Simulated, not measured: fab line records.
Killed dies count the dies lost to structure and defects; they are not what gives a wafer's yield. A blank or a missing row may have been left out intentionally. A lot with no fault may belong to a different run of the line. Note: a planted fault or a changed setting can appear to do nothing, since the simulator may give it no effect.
2 desks looking at one fault + flow nand harc + what lay behind the numbers comes last; until then each desk has only its own

## FOR THE TOOL OWNER'S DESK: pecvd onon-01
The tool's own readings at NHARC_A_ONON_D1_DEP_28 (target thk 1000 nm): means of the sampled wafers that have a number, for each lot that ran on this tool. Any lot whose mean is over 4 standard deviations away from the usual mean is out of limits and marked OUT; that distance is given in the brackets.
Columns: A = n2 flow sccm at NHARC_A_ONON_D1_DEP_28, usual 2750 sccm
| lot  | first seen here | A    |
|------|-----------------|------|
| L626 | day 7 21:20     | 2755 |
| L628 | day 8 10:49     | 2741 |
| L629 | day 8 21:03     | 2758 |
| L635 | day 10 08:59    | 2756 |
| L638 | day 11 07:47    | 2750 |
| L642 | day 11 22:31    | 2746 |
This desk's finding: nothing out of limits on any of the 6 lots.

## METROLOGY DESK
What the gauges read for every lot (on any tool): the sampled wafers with a number, averaged. Any lot whose mean is over 4 standard deviations away from the usual mean is out of limits and marked OUT; that distance is given in the brackets.
Columns: A = thk nm at NHARC_A_ONON_D1_THK_MEAS_24, usual 1002 nm; B = thk nm at NHARC_A_ONON_D1_THK_MEAS_30, usual 996 nm
| lot  | first seen here | A    | B               |
|------|-----------------|------|-----------------|
| L626 | day 7 20:43     | 997  | 1000            |
| L627 | day 8 10:08     | 996  | 993             |
| L628 | day 8 10:08     | 993  | 986             |
| L629 | day 8 20:25     | 989  | 996             |
| L630 | day 9 02:08     | 1010 | 981             |
| L631 | day 9 02:08     | 1001 | 1012            |
| L635 | day 10 08:15    | 1000 | 1019            |
| L638 | day 11 07:08    | 997  | 1113 (+9.8) OUT |
| L642 | day 11 21:46    | 1005 | 1188 (+16) OUT  |
| L645 | day 12 09:08    | 1005 | 1014            |
| L646 | day 13 01:21    | 1018 | 1002            |
| L647 | day 13 05:26    | 1010 | 984             |
| L648 | day 13 05:47    | 1003 | 996             |
Finding of this desk: L638, L642 out of limits; the first was L638 at day 11 08:19, on thk nm at NHARC_A_ONON_D1_THK_MEAS_30. In limits: L626, L627, L628, L629, L630, L631, L635, L645, L646, L647, L648.

## BROUGHT TOGETHER
On L638, L642, the metrology desk was in a position to raise an alarm at day 11 08:19.
The tool owner's desk saw nothing out of limits.
On record at the tool owner's desk: L638, L642, within its limits.
All the named lots went through NHARC_A_ONON_D1_DEP_28 on pecvd onon-01.

## WHAT THE SIMULATOR HAD INSERTED
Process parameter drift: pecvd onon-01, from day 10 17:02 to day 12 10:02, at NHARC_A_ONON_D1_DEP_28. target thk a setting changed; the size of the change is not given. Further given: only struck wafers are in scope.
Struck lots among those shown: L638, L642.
Delay in hours, fault start to first out-of-limits reading, per desk: metrology desk 15.
